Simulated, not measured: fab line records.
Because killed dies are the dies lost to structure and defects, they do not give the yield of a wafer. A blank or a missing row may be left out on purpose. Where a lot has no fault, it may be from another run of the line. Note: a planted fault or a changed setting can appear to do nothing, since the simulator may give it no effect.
Split-lot study | flow n5 finfet | 21 wafers read across 7 lots, on a route 1938 steps long

THE SPLIT ITSELF
At N5_BEOL_M7_COAT_05 (resist thk 90 nm), the setting spin rpm was moved away from the recipe's 1500 rpm on 6 of the 21 wafers read, by -7.7% to +8.3%. The other wafers ran this setting at the recipe's value.

FROM THE SPLIT TO THE READING: what the file shows between them, 6 steps
- N5_BEOL_M7_EBR_07
- N5_BEOL_M7_SOFTBAKE_06: time 60 s
- N5_BEOL_M7_EXPOSE_08: exposes mask M7
- N5_BEOL_M7_PEB_09: peb time 60 s
- N5_BEOL_M7_DEVELOP_10: develop time 30 s
- N5_BEOL_M7_DESCUM_16: chemistry O2, time 7.9 s

THE READING
CAR-ArF_of_BEOL_M7_COAT_05.thk nm (the simulator's own value, which no gauge read), in nm, at N5_BEOL_M7_ETCH_61 (etches SiARC in CF4, target depth 45.5 nm, time 75.8 s). The file gives no usual value for it. The 15 wafers here that ran the recipe average 51.1 nm, standard deviation 0.33 nm.

wafer  | tool, chamber at the split | spin rpm as run, rpm | against the recipe | CAR-ArF_of_BEOL_M7_COAT_05.thk nm, nm | against lot-mates on the recipe
L074.1 | litho track-01, 0          | 1625                 | +8.3%              | 47.6                                  | -3.2
L074.3 | litho track-01, 0          | 1625                 | +8.3%              | 47.8                                  | -3.0
L074.4 | litho track-01, 0          | 1500                 | recipe             | 50.8                                  | -
L075.3 | litho track-05, 0          | 1500                 | recipe             | 51                                    | -
L075.4 | litho track-05, 0          | 1500                 | recipe             | 50.8                                  | -
L075.5 | litho track-05, 0          | 1500                 | recipe             | 50.8                                  | -
L085.1 | litho track-01, 0          | 1500                 | recipe             | 51                                    | -
L085.2 | litho track-01, 0          | 1500                 | recipe             | 51.2                                  | -
L085.6 | litho track-01, 0          | 1500                 | recipe             | 51.2                                  | -
L092.2 | litho track-01, 0          | 1500                 | recipe             | 51.6                                  | -
L092.4 | litho track-01, 0          | 1500                 | recipe             | 51.6                                  | -
L092.3 | litho track-01, 0          | 1500                 | recipe             | 51.4                                  | -
L091.4 | litho track-01, 0          | 1500                 | recipe             | 50.6                                  | -
L091.5 | litho track-01, 0          | 1572                 | +4.8%              | 48.6                                  | -2.0
L091.6 | litho track-01, 0          | 1572                 | +4.8%              | 48.8                                  | -1.8
L093.1 | litho track-01, 0          | 1500                 | recipe             | 51.6                                  | -
L093.3 | litho track-01, 0          | 1384                 | -7.7%              | 55.2                                  | +3.8
L093.5 | litho track-01, 0          | 1500                 | recipe             | 51.2                                  | -
L095.2 | litho track-05, 0          | 1500                 | recipe             | 50.6                                  | -
L095.5 | litho track-05, 0          | 1443                 | -3.8%              | 52.8                                  | +1.9
L095.6 | litho track-05, 0          | 1500                 | recipe             | 51.2                                  | -

FIT RESULTS
A straight line over all 21 wafers: CAR-ArF_of_BEOL_M7_COAT_05.thk nm changes by -0.458 nm for each +1% of spin rpm; r = -0.98; the points scatter about the line by 0.36 nm.
The same after taking each lot's own level away (the mean of its wafers on the recipe; 21 wafers): -0.416 nm for each +1%; r = -0.99; scatter 0.22 nm.
That fit puts the effect of the largest move of spin rpm on the reading at 3.5 nm.
The span of the lots' own levels, 50.60 to 51.53 nm, comes to 2.8 times the standard deviation stated above.
Hence the slope depends on the lot-to-lot level, as the two fits are not the same.
Check: with one of the wafers moved furthest among these (+8.3%) left out of the fit, the line predicts -3.45 nm for it against its lot-mates. It came out at -3.2 nm against them.

OTHER SPLITS ON THESE WAFERS
Other splits were also applied to these wafers ahead of the reading. Each is held against what the fit with the lots' levels taken away leaves over:
other split on the same wafers | wafers away from the commonest value | r with CAR-ArF_of_BEOL_M7_COAT_05.thk nm (lot level and that fit taken away)
N5_BEOL_M7_ILD_DEP_00 time s   | 9                                    | -0.33

THE WHOLE CHAIN: every reading that the file lists as answering this split, in the file's order
step                  | what it does                                           | reading                                                                            | change (the file's fit)               | r (the file's)
N5_BEOL_M7_COAT_05    | resist thk 90 nm                                       | CAR-ArF_of_BEOL_M7_COAT_05.thk nm (the simulator's own value, which no gauge read) | -0.41 nm for each +1% of the setting  | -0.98
N5_BEOL_M7_DEVELOP_10 | develop time 30 s                                      | CAR-ArF_of_BEOL_M7_COAT_05.thk nm (the simulator's own value, which no gauge read) | -0.419 nm for each +1% of the setting | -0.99
N5_BEOL_M7_ETCH_61    | etches SiARC in CF4, target depth 45.5 nm, time 75.8 s | CAR-ArF_of_BEOL_M7_COAT_05.thk nm (the simulator's own value, which no gauge read) | -0.429 nm for each +1% of the setting | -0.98

FILE'S OWN FIT
CAR-ArF_of_BEOL_M7_COAT_05.thk nm changes by -0.429 nm for each +1% of spin rpm, r = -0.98.
